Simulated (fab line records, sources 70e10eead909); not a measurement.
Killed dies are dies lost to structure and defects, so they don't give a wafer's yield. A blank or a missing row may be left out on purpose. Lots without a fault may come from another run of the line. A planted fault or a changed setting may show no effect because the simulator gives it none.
Which tool did it? | flow nand_harc | 12 lots, 36 wafers sampled, at 1 step of a route of 1302

WHAT THE GAUGES READ, wafer by wafer
NHARC_A_ONON_D1_THK_MEAS_02: measures by ellipsometry. Usual: thk_nm 1002 nm, standard deviation 10.
lot  | measured     | on            | thk_nm (nm)    | flag
L281 | day 8 19:54  | film_metro-01 | 1002 1001 1002 |
L283 | day 9 18:38  | film_metro-01 | 997 998 998    |
L286 | day 10 17:12 | film_metro-02 | 1017 1018 1017 |
L287 | day 11 01:23 | film_metro-02 | 1006 1007 1006 |
L288 | day 11 12:10 | film_metro-01 | 1006 1005 1006 |
L291 | day 12 15:20 | film_metro-02 | 1000 1000 998  |
L293 | day 13 17:57 | film_metro-02 | 994 992 993    |
L294 | day 13 17:58 | film_metro-02 | 1006 1005 1005 |
L295 | day 14 20:53 | film_metro-01 | 1004 1004 1003 |
L298 | day 15 16:47 | film_metro-01 | 996 997 996    |
L301 | day 17 00:50 | film_metro-01 | 1020 1019 1023 |
L302 | day 17 15:19 | film_metro-02 | 990 991 992    |

WHICH TOOL RAN EACH LOT (tool, then ch and the chambers of the sampled wafers, then the start)
The record holds no process step before these readings.

WHAT THE TOOLS THEMSELVES READ (means of the sampled wafers that have a number; where no wafer has one, the mark that the record gives instead)
The record holds no such reading with a usual standard deviation.

THE ANSWER, worked out from the rows above alone
Rule: a lot is off if the mean of its wafers that have a number lies more than 3 standard deviations from the usual mean. A lot without any number at a reading at which 4 lots or more have one is off too. The other lots that the step has rows for count as sound. The gauges are gone through in route order, then the tools' own readings, and for those a lot's mean is taken as printed above. The first step at which some lot is off is used, and at that step the reading that is off furthest; a lot without a number counts as furthest.
No lot is off at any reading shown: from this, nothing can be told.

WHAT THE SIMULATOR HAD PUT IN
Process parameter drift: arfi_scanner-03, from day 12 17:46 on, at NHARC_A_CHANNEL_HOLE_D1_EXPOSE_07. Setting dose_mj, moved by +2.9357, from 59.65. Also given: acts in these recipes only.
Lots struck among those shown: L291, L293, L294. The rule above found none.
